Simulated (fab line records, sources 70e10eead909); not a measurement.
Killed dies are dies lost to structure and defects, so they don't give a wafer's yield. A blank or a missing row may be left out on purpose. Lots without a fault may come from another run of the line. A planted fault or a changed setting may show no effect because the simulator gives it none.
fab line records | flow nand_harc
record lots=5 wafers=14 last_day=24
route steps=1159 shown A_CONTACT@962 A_BLC@964
lots that met no fault: from a run of the same line without faults
start_h: hours from the record's first day to the start of the lot's first wafer shown | wait_h: hours since the lot's step before | " the same as in the row above | L1.1+2: a row that stands for several wafers | - no value, or no start given | * or withheld: withheld | < > ~ a bound
route shown NAME@n: a module of which the file shows steps, and the number in the route of the first | usual: mean/standard deviation of fault-free wafers | same: alike in all rows | chamber/n: place in a boat | sites: the reading at each site | _std_site: their standard deviation | _edge_site: outer sites' mean less inner sites' | radius_mm: how far each site lies from the wafer's centre | mask NAME#n: copy n | behind: the tool/chamber that last shaped the wafer | hold: why the lot was held/for how many hours/how that ended | device: the transistor (n, p or np) that didn't switch | end of line: the same wafers' tests at the end of the route | a step without rows: its recipe alone | killed: dies lost to structure and defects at the first sort, not the wafer's yield | map: a wafer's dies, x killed, . not, _ none there
set.NAME: the setting as run; set.NAME@STEP: as run at that earlier step | model.NAME: the simulator's own value behind a step, which no gauge read
lots at some steps of the route; a table a step, a row a wafer
services: from which hour (start_h, from the record's first day; less than 0 if before it) a tool's chamber was out of use, for how many hours, and why
## steps
# step NHARC_A_CONTACT_SRD_22
# step NHARC_A_CONTACT_INSPECT_23
# usual raw_defect_count=415/140
# columns lot.wafer tool chamber start_h wait_h raw_defect_count
L781.2 defect_inspect-02 - 397.66 0.1 454
L781.3 " - " " 348
L781.5 " - " " 464
L783.2 defect_inspect-02 - 404.42 0.1 363
L783.3 " - " " 386
L783.5 " - " " 297
L790.1 defect_inspect-01 - 450.40 0.1 459
L790.2 " - " " 404
L790.5 " - " " 459
L797.1 defect_inspect-02 - 487.12 0.1 525
L797.4 " - " " 358
L800.3 defect_inspect-02 - 524.91 0.1 419
L800.5 " - " " 481
L800.6 " - " " 401
# step NHARC_A_BLC_DEHYDRATE_00
# recipe temp_c=150 time_s=120
# step NHARC_A_BLC_HMDS_01
# recipe time_s=30
# step NHARC_A_BLC_COAT_02
# recipe temp_c=260 time_s=75
# step NHARC_A_BLC_COAT_03
# recipe temp_c=225 time_s=65
# step NHARC_A_BLC_COAT_04
# recipe spin_rpm=1500 resist_thk_nm=90
# step NHARC_A_BLC_SOFTBAKE_05
# recipe temp_c=105 time_s=55
# step NHARC_A_BLC_EBR_06
# step NHARC_A_BLC_EXPOSE_07
# recipe na=1.35 target_cd_nm=100 dose_mj=67.97 mask_id=A_BLC
# step NHARC_A_BLC_PEB_08
# recipe peb_temp_c=100 peb_time_s=65
# step NHARC_A_BLC_DEVELOP_09
# recipe develop_time_s=35 dev_temp_c=23
# usual resist_line_temp_C=22.99/0.11
# columns lot.wafer tool chamber start_h wait_h resist_line_temp_C
L781.2 litho_track-04 0 398 - 22.87
L781.3 " 0 " " 23.00
L781.5 " 0 " " 22.90
L783.2 litho_track-06 0 404 - 22.82
L783.3 " 0 " " 22.90
L783.5 " 0 " " 22.97
L790.1 litho_track-01 0 450 - 23.01
L790.2 " 0 " " 22.96
L790.5 " 0 " " 22.95
L797.1 litho_track-01 0 487 - 22.94
L797.4 " 0 " " 22.91
L800.3 litho_track-06 0 525 - 22.90
L800.5 " 0 " " 22.96
L800.6 " 0 " " 22.83
# step NHARC_A_BLC_CD_MEAS_10
# recipe target_cd_nm=100 landing_energy_ev=500
# usual cd_nm=99.9/0.51
# columns lot.wafer tool chamber start_h wait_h cd_nm
L781.2 cd_sem-01 0 398.19 - 101.1
L781.3 " 0 " " 101.1
L781.5 " 0 " " 100.0
L783.2 cd_sem-03 0 404.94 - 100.1
L783.3 " 0 " " 100.4
L783.5 " 0 " " 99.7
L790.1 cd_sem-02 0 450.92 - 99.2
L790.2 " 0 " " 100.3
L790.5 " 0 " " 100.5
L797.1 cd_sem-01 0 487.63 - 97.3
L797.4 " 0 " " 100.3
L800.3 cd_sem-01 0 525.30 - 100.0
L800.5 " 0 " " 100.3
L800.6 " 0 " " 100.0
# step NHARC_A_BLC_OVL_MEAS_11
# usual overlay_x_nm=-0.3/0.9 overlay_y_nm=0.0/0.8
# columns lot.wafer tool chamber start_h wait_h overlay_x_nm overlay_y_nm
L781.2 overlay-01 - 398.28 - -1.7 0.1
L781.3 " - " " -1.8 0.3
L781.5 " - " " -1.8 0.4
L783.2 overlay-02 - 405.03 - -0.8 -0.3
L783.3 " - " " -0.3 -0.5
L783.5 " - " " -0.5 0.5
L790.1 overlay-02 - 451.01 - 0.0 -0.9
L790.2 " - " " 0.2 -0.9
L790.5 " - " " 0.1 -0.8
L797.1 overlay-02 - 487.71 - -0.8 -0.4
L797.4 " - " " -1.2 -0.9
L800.3 overlay-01 - 525.39 - 0.4 2.2
L800.5 " - " " 0.2 1.8
L800.6 " - " " 0.5 1.9
# step NHARC_A_BLC_INSPECT_12
# usual raw_defect_count=29/13
# columns lot.wafer tool chamber start_h wait_h raw_defect_count
L781.2 defect_inspect-01 - 398.31 0.0 12
L781.3 " - " " 10
L781.5 " - " " 11
L783.2 defect_inspect-02 - 405.06 0.0 26
L783.3 " - " " 28
L783.5 " - " " 36
L790.1 defect_inspect-01 - 451.05 0.0 46
L790.2 " - " " 34
L790.5 " - " " 42
L797.1 defect_inspect-02 - 487.75 0.0 30
L797.4 " - " " 33
L800.3 defect_inspect-01 - 525.42 0.0 45
L800.5 " - " " 61
L800.6 " - " " 70
# step NHARC_A_BLC_DESCUM_15
# recipe time_s=3 o2_flow_sccm=200 ar_flow_sccm=0 bias_power_w=0 chemistry=O2
# usual drypump_motor_current_A=5.90/0.29 oes_product_au=1.001/0.012 rf_vpp_V=57.9/0.95 showerhead_plenum_p_Torr=1.95/0.081 throttle_valve_pct=11.310/0.0089
# same bias_power_w=0
# columns lot.wafer tool chamber start_h wait_h drypump_motor_current_A oes_product_au rf_hours_counter_h rf_vpp_V showerhead_plenum_p_Torr throttle_valve_pct model.A_BLC.cd_nm
L781.2 rie_diel-02 3 398.39 0.1 6.07 1.006 6 58.5 2.02 11.308 101.2
L781.3 " 0 " " 5.85 0.990 5 57.9 2.04 11.312 101.4
L781.5 " 1 " " 6.37 0.997 - 56.5 1.87 11.321 100.2
L783.3 rie_diel-02 3 405.13 0.1 6.07 1.011 7 57.5 2.02 11.292 100.2
L783.2 " 1 " " 6.42 0.996 7 56.3 1.87 11.300 100
L783.5 " 3 " " 6.08 1.015 - 59.1 2.02 11.306 99.84
L790.2 rie_diel-13 0 451.13 0.1 5.65 1.011 18 57.4 1.86 11.313 100.4
L790.1 " 3 " " 6.18 1.000 19 56.9 2.05 11.289 99.05
L790.5 " 0 " " 5.65 1.018 - 57.8 1.86 11.316 100.4
L797.4 rie_diel-02 3 487.82 0.1 6.04 1.013 16 59.9 2.02 11.303 100.3
L797.1 " 0 " " 5.83 0.999 13 59.2 2.03 11.316 97.7
L800.3 rie_diel-02 1 525.51 0.1 6.42 1.002 1 58.6 1.86 11.289 99.31
L800.6 " 2 " " 5.71 1.021 - 56.2 1.85 11.316 99.7
L800.5 " 3 " " 6.08 1.020 - 57.9 2.01 11.300 100.8
# step NHARC_A_BLC_ETCH_16
# recipe target_depth_a=390 over_etch_frac=0.3 time_s=65 ion_energy_ev=80 cf4_flow_sccm=150 ar_flow_sccm=0 rf_w=300 bias_w=100 chemistry=CF4
# usual drypump_motor_current_A=5.90/0.29 oes_product_au=1.001/0.012 rf_fwd_power_W=297.0/1.2 rf_vpp_V=151.8/1.3 showerhead_plenum_p_Torr=1.80/0.07 throttle_valve_pct=13.285/0.0091
# columns lot.wafer tool chamber start_h wait_h drypump_motor_current_A oes_product_au rf_fwd_power_W rf_hours_counter_h rf_vpp_V showerhead_plenum_p_Torr throttle_valve_pct model.A_BLC.cd_nm
L781.2 rie_diel-02 2 398.54 0.1 5.67 0.986 298.2 6 150.5 1.72 13.295 101.3
L781.3 " 3 " " 6.01 1.005 297.2 6 152.5 1.86 13.287 101.3
L781.5 " 2 " " 5.69 0.992 297.5 - 149.5 1.72 13.288 100.4
L783.2 rie_diel-02 3 405.21 0.1 6.13 1.010 295.5 7 152.5 1.86 13.261 99.84
L783.3 " 2 " " 5.68 0.993 298.8 8 150.6 1.72 13.282 100.3
L783.5 " 3 " " 6.09 1.019 297.3 - 151.0 1.86 13.278 99.69
L790.2 rie_diel-13 3 451.21 0.1 6.17 1.000 298.5 19 151.9 1.88 13.290 100.5
L790.1 " 1 " " 5.71 0.975 294.4 18 152.3 1.86 13.275 99.02
L790.5 " 3 " " 6.14 0.983 297.0 - 154.5 1.88 13.278 100.6
L797.1 rie_diel-02 1 487.90 0.1 6.40 0.994 293.5 15 148.9 1.73 13.270 97.96
L797.4 " 3 " " 6.07 1.007 296.9 16 153.4 1.86 13.272 100.1
L800.3 rie_diel-02 2 525.58 0.1 5.73 1.001 296.9 1 150.4 1.72 13.282 99.46
L800.5 " 1 " " 6.39 0.992 294.3 - 150.4 1.73 13.298 100.7
L800.6 " 2 " " 5.73 1.007 297.2 - 150.6 1.71 13.291 99.83
# step NHARC_A_BLC_ETCH_17
# recipe target_depth_a=3900 over_etch_frac=0.25 time_s=609.38 ion_energy_ev=200 n2_flow_sccm=150 h2_flow_sccm=150 ar_flow_sccm=0 rf_w=400 bias_w=150 chemistry=N2/H2
# usual drypump_motor_current_A=5.89/0.28 n2_flow_sccm=150.0/0.44 oes_product_au=1.002/0.013 rf_fwd_power_W=399.6/1.2 rf_vpp_V=431.5/2.6 showerhead_plenum_p_Torr=2.08/0.089 throttle_valve_pct=14.171/0.01
# columns lot.wafer tool chamber start_h wait_h drypump_motor_current_A n2_flow_sccm oes_product_au rf_fwd_power_W rf_hours_counter_h rf_vpp_V showerhead_plenum_p_Torr throttle_valve_pct
L781.2 rie_diel-02 2 - - 5.73 150.8 0.977 400.8 6 428.9 1.97 14.176
L781.3 " 1 " " 6.34 150.7 1.007 401.6 6 428.6 1.99 14.174
L781.5 " 3 " " 6.11 150.1 1.009 400.5 - 432.4 2.16 14.181
L783.3 rie_diel-02 2 - - 5.73 149.5 0.998 399.6 8 429.1 1.97 14.164
L783.2 " 1 " " 6.41 149.7 1.005 402.0 7 428.9 1.99 14.157
L783.5 " 2 " " 5.72 149.8 0.984 399.1 - 428.0 1.97 14.174
L790.1 rie_diel-13 0 - - 5.65 150.2 1.019 399.7 18 429.5 1.98 14.150
L790.2 " 1 " " 5.72 150.2 0.976 400.2 18 435.2 2.16 14.162
L790.5 " 3 " " 6.17 149.9 0.991 399.1 - 432.6 2.19 14.161
L797.1 rie_diel-02 2 - - 5.69 149.9 0.993 399.9 16 429.1 1.97 14.185
L797.4 " 0 " " 5.86 149.8 0.995 400.8 14 434.6 2.17 14.163
L800.3 rie_diel-02 0 - - 5.83 149.0 1.002 400.8 1 433.7 2.17 14.193
L800.5 " 3 " " 6.09 149.3 1.000 397.8 - 433.2 2.15 14.187
L800.6 " 0 " " 5.83 149.1 1.012 402.6 - 434.6 2.17 14.179
## services
# columns tool chamber start_h hours kind
rie_diel-02 0 385.86 - clean
rie_diel-02 1 385.86 - clean
rie_diel-02 2 385.86 - clean
rie_diel-02 3 385.86 - clean
rie_diel-13 2 394.25 3.6 repair
rie_diel-02 0 410.36 - clean
rie_diel-02 1 410.36 - clean
rie_diel-02 2 410.36 - clean
rie_diel-02 3 410.36 - clean
rie_diel-02 0 434.86 - clean
rie_diel-02 1 434.86 - clean
rie_diel-02 2 434.86 - clean
rie_diel-02 3 434.86 - clean
litho_track-01 - 443.00 7.0 pm
rie_diel-13 - 453.00 9.0 pm
rie_diel-02 0 459.40 - clean
rie_diel-02 1 459.40 - clean
rie_diel-02 0 464.72 7.9 repair
litho_track-06 - 467.00 7.0 pm
rie_diel-13 3 469.46 6.8 repair
rie_diel-13 1 487.77 3.1 repair
litho_track-04 - 491.00 7.0 pm
rie_diel-02 2 493.56 11.3 repair
rie_diel-02 - 504.71 9.0 pm
## key
first_sign step=NHARC_A_BLC_CD_MEAS_10 reading=cd_nm direction=down sigmas=5.2 usual=99.9 struck=97.3
effect none on later readings
model_effect step=NHARC_A_BLC_DESCUM_15 value=A_BLC.cd_nm without=99.02 struck=97.7
model_effect step=NHARC_A_BLC_ETCH_16 value=A_BLC.cd_nm without=99.28 struck=97.96
met_at NHARC_A_BLC_DEVELOP_09
struck_wafers L797.1
tester_left_out L797
onset_between 450 487
fault kind=process_parameter_drift tool=litho_track-01 chamber=- onset_h=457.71 steps=NHARC_A_BLC_DEVELOP_09 channel=develop_time_s offset=* shape=step end_h=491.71 scope=struck_wafers_only acts_in=* stated=*
# tester_left_out: of these lots the tester's yield and bins aren't shown, on N5 and GAA mostly nor the transistor test; their killed dies are dies lost to structure and defects alone, not to doping, threshold or leakage, so they don't give the yield
